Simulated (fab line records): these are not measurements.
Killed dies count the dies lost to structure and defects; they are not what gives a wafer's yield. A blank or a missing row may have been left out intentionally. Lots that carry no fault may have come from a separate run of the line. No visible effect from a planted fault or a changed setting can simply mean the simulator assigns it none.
Chamber matching ; flow n5_finfet ; N5_BEOL_M14_STRIP_37 on rie_diel-06 has 4 sister chambers
The step strips in O2. 8 wafers are shown with their chamber, then 9 later ones without.

## WAFERS PAIRED WITH THEIR CHAMBERS
wafer;chamber;showerhead_plenum_p_Torr (Torr);drypump_motor_current_A (A)
L077.2;3;2.21;4.9
L081.4;0;2.12;5.3
L083.1;2;2.15;5.3
L083.2;1;2.20;5.9
L083.3;0;2.12;5.3
L084.3;3;2.21;5.0
L084.4;2;2.15;5.4
L084.6;1;2.19;5.9

## WAFERS WITH NO CHAMBER GIVEN
wafer;showerhead_plenum_p_Torr (Torr);drypump_motor_current_A (A)
L091.1;2.19;5.9
L091.4;2.11;5.2
L091.6;2.20;4.9
L093.1;2.11;5.3
L093.3;2.20;5.0
L093.5;2.14;5.4
L095.2;2.14;5.4
L095.4;2.18;5.9
L095.5;2.18;5.9

## WHICH CHAMBER EACH WENT THROUGH
wafer;from the rows above;in truth
L091.1;1;1
L091.4;0;0
L091.6;3;3
L093.1;0;0
L093.3;3;3
L093.5;2;2
L095.2;2;2
L095.4;1;1
L095.5;1;1
Correct placement for 9 of the 9. Not placeable from these rows: 0. Number placed wrongly: 0.
How it was worked out, from the rows above alone: a wafer's distance from a chamber is the root of the sum, over the readings, of the square of ((its reading less the chamber's mean) divided by the reading's scatter). If the next closest chamber is less than 2 further off than the closest, the wafer can't be placed; otherwise it belongs to the closest. A chamber's mean is the mean of its shown wafers. How the scatter is found: for the shown wafers, subtract from each reading the mean of its chamber, square and add these, divide the total by (wafers less chambers), then take the root.
